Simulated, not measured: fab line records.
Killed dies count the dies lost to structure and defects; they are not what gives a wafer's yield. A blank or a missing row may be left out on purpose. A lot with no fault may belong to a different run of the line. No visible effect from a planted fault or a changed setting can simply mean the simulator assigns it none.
Chamber matching :: flow nand harc :: 3 sister chambers for NHARC_A_STAIRCASE_DEP_151 on pecvd-04
The step deposits SiO2, target thk 7200 nm. 3 wafers are shown with their chamber, then 7 later ones without.

WAFERS PAIRED WITH THEIR CHAMBERS
wafer: L083.4
chamber: 0
heater power w (W): 504

wafer: L087.1
chamber: 1
heater power w (W): 579

wafer: L087.3
chamber: 2
heater power w (W): 600

WAFERS WITHOUT THEIR CHAMBER
wafer: L087.5
heater power w (W): 513

wafer: L095.1
heater power w (W): 575

wafer: L095.3
heater power w (W): 663

wafer: L095.4
heater power w (W): 500

wafer: L096.1
heater power w (W): 644

wafer: L096.3
heater power w (W): 646

wafer: L096.6
heater power w (W): 521

WHICH CHAMBER EACH WENT THROUGH
wafer: L087.5
from the rows above: can't be placed: 0 or 1
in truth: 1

wafer: L095.1
from the rows above: can't be placed: 1 or 2 or 0
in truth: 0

wafer: L095.3
from the rows above: can't be placed: 2 or 1
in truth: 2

wafer: L095.4
from the rows above: 0
in truth: 0

wafer: L096.1
from the rows above: can't be placed: 2 or 1
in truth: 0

wafer: L096.3
from the rows above: can't be placed: 2 or 1
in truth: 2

wafer: L096.6
from the rows above: can't be placed: 0 or 1 or 2
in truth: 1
1 of 7 placed correctly. Not placeable from these rows: 6 (in 5, the candidates include the true chamber). 0 placed wrongly.
How it was worked out, from the rows above alone: a wafer's distance from a chamber is the root of the sum, over the readings, of the square of ((its reading less the chamber's mean) divided by the reading's scatter). If the next closest chamber is less than 2 further off than the closest, the wafer can't be placed; otherwise it belongs to the closest. A chamber's mean is the mean of its shown wafers. The scatter (one wafer shown for each chamber): square how far every hidden wafer sits from the nearest shown wafer, average those squares and take the square root.
